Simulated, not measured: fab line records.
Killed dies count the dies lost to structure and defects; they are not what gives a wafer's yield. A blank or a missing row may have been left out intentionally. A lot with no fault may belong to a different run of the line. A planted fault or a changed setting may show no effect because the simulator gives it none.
Split-lot trial ; flow n5-finfet ; 21 wafers read from 7 lots, route of 1938 steps

THE SPLIT ITSELF
At N5_MOL_CONTACT_COAG_EXPOSE_81 (exposes mask VG, defocus 0 nm), the setting dose-mj was moved away from the recipe's 59.5 on 8 of the 21 wafers read, by -7.5% to -5.6%. All remaining wafers had this setting at the recipe value.

FROM THE SPLIT TO THE READING: what the file shows between them, 5 steps
- N5_MOL_CONTACT_COAG_PEB_82: peb time 60 s
- N5_MOL_CONTACT_COAG_DEVELOP_83: develop time 30 s
- N5_MOL_CONTACT_COAG_CD_MEAS_84: target cd 25.1 nm
- N5_MOL_CONTACT_COAG_PRECLEAN_144: cleans in alkaline clean, time 60 s
- N5_MOL_CONTACT_COAG_SRD_145: time 30 s

THE READING
At N5_MOL_CONTACT_COAG_CD_MEAS_137: cd-nm in nanometres, against a target cd of 16 nm. Fault-free wafers of this fab line usually give 16.0 nm, standard deviation 0.3 nm.

wafer;tool, chamber at the split;dose-mj as run;against the recipe;cd-nm, nm;against lot-mates on the recipe
L076.2;euv-scanner-02, 0;55.07;-7.4%;14.2;no lot-mate on the recipe
L076.4;euv-scanner-02, 0;55.07;-7.4%;14.6;no lot-mate on the recipe
L076.6;euv-scanner-02, 0;55.07;-7.4%;15.0;no lot-mate on the recipe
L078.1;euv-scanner-02, 0;59.5;recipe;16.2;-
L078.3;euv-scanner-02, 0;59.5;recipe;16.1;-
L078.6;euv-scanner-02, 0;59.5;recipe;16.1;-
L079.2;euv-scanner-01, 0;59.5;recipe;16.1;-
L079.5;euv-scanner-01, 0;59.5;recipe;15.8;-
L079.6;euv-scanner-01, 0;59.5;recipe;16.5;-
L083.3;euv-scanner-01, 0;59.5;recipe;16.5;-
L083.5;euv-scanner-01, 0;59.5;recipe;16.5;-
L083.6;euv-scanner-01, 0;59.5;recipe;16.5;-
L086.1;euv-scanner-02, 0;59.5;recipe;16.0;-
L086.5;euv-scanner-02, 0;56.16;-5.6%;15.0;-1.1
L086.6;euv-scanner-02, 0;59.5;recipe;16.3;-
L094.2;euv-scanner-01, 0;55.56;-6.6%;14.5;-1.1
L094.3;euv-scanner-01, 0;55.56;-6.6%;14.2;-1.4
L094.6;euv-scanner-01, 0;59.5;recipe;15.6;-
L096.2;euv-scanner-02, 0;55.05;-7.5%;14.2;-1.6
L096.5;euv-scanner-02, 0;55.05;-7.5%;14.2;-1.6
L096.6;euv-scanner-02, 0;59.5;recipe;15.8;-

THE FIT
A straight line over all 21 wafers: cd-nm changes by +0.237 nm for each +1% of dose-mj; r = +0.94; the points scatter about the line by 0.31 nm.
The same after taking each lot's own level away (the mean of its wafers on the recipe; 18 wafers): +0.203 nm for each +1%; r = +0.97; scatter 0.15 nm.
That fit puts the effect of the largest move of dose-mj on the reading at 1.5 nm.
From 15.60 to 16.50 nm: that is the span of the lots' own levels, equal to 3.0 times the standard deviation above.
Hence the slope depends on the lot-to-lot level, as the two fits are not the same.
Check: -1.49 nm against its lot-mates is what the line predicts for one of the wafers moved furthest among these (-7.5%) when that wafer is left out of the fit. Against them it came out at -1.6 nm.

THE OTHER SPLITS THESE WAFERS WENT THROUGH
Note: prior to the reading, these wafers also went through further splits. Each is held against what the fit with the lots' levels taken away leaves over:
other split on the same wafers;wafers away from the commonest value;r with cd-nm (lot level and that fit taken away)
N5_ILD0_CMP_03 down-force-psi;8;-0.06
N5_ILD0_CMP_12 down-force-psi;9;+0.22
N5_GATE_CUT_DESCUM_18 time-s;4;+0.39
N5_GATE_CUT_ETCH_37 bias-w;7;+0.09
N5_GATE_CUT_ALD_22 ald-cycles;10;-0.23
N5_MOL_CONTACT_COAG_ALD_27 time-s;7;+0.11

THE WHOLE CHAIN: every reading that the file lists as answering this split, in the file's order
step;what it does;reading;change (the file's fit);r (the file's)
N5_MOL_CONTACT_COAG_CD_MEAS_84;target cd 25.1 nm;cd-nm;+0.216 nm for each +1% of the setting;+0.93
N5_MOL_CONTACT_COAG_CD_MEAS_137;target cd 16 nm;cd-nm;+0.201 nm for each +1% of the setting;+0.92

THE FILE'S OWN FIT
cd-nm changes by +0.201 nm for each +1% of dose-mj, r = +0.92.
